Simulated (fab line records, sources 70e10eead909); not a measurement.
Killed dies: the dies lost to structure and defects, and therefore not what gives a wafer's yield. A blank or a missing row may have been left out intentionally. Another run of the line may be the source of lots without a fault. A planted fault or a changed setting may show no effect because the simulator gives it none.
Which tool did it? -- flow nand harc -- 12 lots, 36 wafers sampled, at 1 step of a route of 1302

## WHAT THE GAUGES SHOWED, per wafer
NHARC_P_CONTACT_INSPECT_27.
lot,measured,on,raw defect count
L076,day 6 15:20,defect inspect-02,136 117 208
L077,day 7 07:47,defect inspect-02,246 288 218
L079,day 7 20:50,defect inspect-02,196 220 194
L081,day 9 03:30,defect inspect-01,190 240 136
L083,day 9 19:42,defect inspect-02,174 172 191
L084,day 10 12:22,defect inspect-01,269 293 331
L087,day 11 08:07,defect inspect-02,293 243 259
L089,day 12 05:55,defect inspect-02,259 171 187
L091,day 13 06:27,defect inspect-02,399 152 169
L093,day 13 23:42,defect inspect-01,283 322 416
L095,day 14 17:52,defect inspect-01,288 378 413
L097,day 15 16:29,defect inspect-01,264 257 187

## WHICH TOOL RAN EACH LOT (tool, then ch and the chambers of the sampled wafers, then the start)
The record holds no process step before these readings.

## THE ANSWER, worked out from the rows above alone
Rule: what is usual is taken from the lots themselves. Put in order of their means at a reading, lots are off if they are a third of the lots or fewer, leave a main group of 4 or more, and stand apart from it by a gap of 3 or more times the standard deviation of the main group's means; of several such gaps the widest counts. If all means in a main group match to the digits the tables above print for the reading, that group is not used. A lot without any number at a reading at which 4 lots or more have one is off too. Where the step has rows for the other lots, those lots are counted as sound.
Nothing can be told from this: no lot is off at any reading shown.

## WHAT THE SIMULATOR HAD INSERTED
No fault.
